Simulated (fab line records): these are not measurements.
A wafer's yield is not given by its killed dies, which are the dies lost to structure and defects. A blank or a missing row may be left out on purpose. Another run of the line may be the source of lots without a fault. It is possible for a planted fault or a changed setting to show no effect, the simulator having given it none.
Which tool did it? / flow n5 finfet / Sampling: 12 lots, 36 wafers, 3 of 1938 route steps

== WHAT THE GAUGES READ, wafer by wafer ==
N5_BEOL_M11_OVL_MEAS_12.
lot=L075; measured=day 10 18:46; on=overlay-01; M11_OVL (nm)=0.5 0.7 1.2
lot=L076; measured=day 11 17:22; on=overlay-01; M11_OVL (nm)=0.7 1.2 1.2
lot=L079; measured=day 12 11:09; on=overlay-02; M11_OVL (nm)=1.0 0.8 -0.2
lot=L081; measured=day 13 01:49; on=overlay-02; M11_OVL (nm)=0.3 0.8 -0.3
lot=L084; measured=day 13 10:40; on=overlay-02; M11_OVL (nm)=1.1 0.7 -0.4
lot=L085; measured=day 13 18:20; on=overlay-02; M11_OVL (nm)=0.7 -0.7 0.1
lot=L088; measured=day 14 04:04; on=overlay-01; M11_OVL (nm)=-0.3 1.3 -0.7
lot=L090; measured=day 14 12:25; on=overlay-01; M11_OVL (nm)=-0.2 -0.8 -1.3
lot=L091; measured=day 15 06:26; on=overlay-02; M11_OVL (nm)=0.6 0.2 0.1
lot=L093; measured=day 15 16:13; on=overlay-01; M11_OVL (nm)=-1.6 0.3 -0.9
lot=L095; measured=day 16 09:41; on=overlay-01; M11_OVL (nm)=-0.3 -0.5 -0.8
lot=L097; measured=day 16 16:08; on=overlay-01; M11_OVL (nm)=-0.9 0.5 -0.4

== TOOL THAT RAN EACH LOT (tool first, then ch and the chambers of the sampled wafers, then the start) ==
lot=L075; N5_BEOL_M10_SPUTTER_48=pvd sputter-01, day 10 15:55; N5_BEOL_M10_ANNEAL_51=rtp anneal-01 ch 0, day 10 16:10
lot=L076; N5_BEOL_M10_SPUTTER_48=pvd sputter-01, day 11 14:23; N5_BEOL_M10_ANNEAL_51=rtp anneal-01 ch 0, day 11 15:19
lot=L079; N5_BEOL_M10_SPUTTER_48=pvd sputter-03, day 12 06:34; N5_BEOL_M10_ANNEAL_51=rtp anneal-01 ch 0, day 12 06:59
lot=L081; N5_BEOL_M10_SPUTTER_48=pvd sputter-03, day 12 23:07; N5_BEOL_M10_ANNEAL_51=rtp anneal-01 ch 0, day 12 23:35
lot=L084; N5_BEOL_M10_SPUTTER_48=pvd sputter-02, day 13 08:31; N5_BEOL_M10_ANNEAL_51=rtp anneal-02 ch 0, day 13 08:44
lot=L085; N5_BEOL_M10_SPUTTER_48=pvd sputter-02, day 13 14:17; N5_BEOL_M10_ANNEAL_51=rtp anneal-01 ch 0, day 13 14:41
lot=L088; N5_BEOL_M10_SPUTTER_48=pvd sputter-03, day 14 00:09; N5_BEOL_M10_ANNEAL_51=rtp anneal-01 ch 0, day 14 00:35
lot=L090; N5_BEOL_M10_SPUTTER_48=pvd sputter-03, day 14 08:27; N5_BEOL_M10_ANNEAL_51=rtp anneal-01 ch 0, day 14 09:46
lot=L091; N5_BEOL_M10_SPUTTER_48=pvd sputter-01, day 15 03:34; N5_BEOL_M10_ANNEAL_51=rtp anneal-01 ch 0, day 15 04:02
lot=L093; N5_BEOL_M10_SPUTTER_48=pvd sputter-03, day 15 13:29; N5_BEOL_M10_ANNEAL_51=rtp anneal-01 ch 0, day 15 13:56
lot=L095; N5_BEOL_M10_SPUTTER_48=pvd sputter-01, day 16 06:23; N5_BEOL_M10_ANNEAL_51=rtp anneal-02 ch 0, day 16 06:55
lot=L097; N5_BEOL_M10_SPUTTER_48=pvd sputter-02, day 16 12:58; N5_BEOL_M10_ANNEAL_51=rtp anneal-02 ch 0, day 16 13:11
- N5_BEOL_M10_SPUTTER_48: material Cu, target thk 12 nm, time 2 s.
- N5_BEOL_M10_ANNEAL_51: time 90 s.

== THE ANSWER, worked out from the rows above alone ==
Rule: the usual values come from the lots themselves. The widest of any qualifying gaps counts: lots, ordered by their means at a reading, are off when they make up no more than a third of the lots, leave a main group of 4 or more, and stand apart from it by 3 or more times the standard deviation of that group's means. Not used: any main group whose means are identical at the precision the tables above print for the reading. Also off: a lot with no number at a reading for which 4 or more lots have one. Any other lot the step has rows for is counted as sound.
None of the lots is off at any reading shown; this tells nothing.

== WHAT THE SIMULATOR PUT IN ==
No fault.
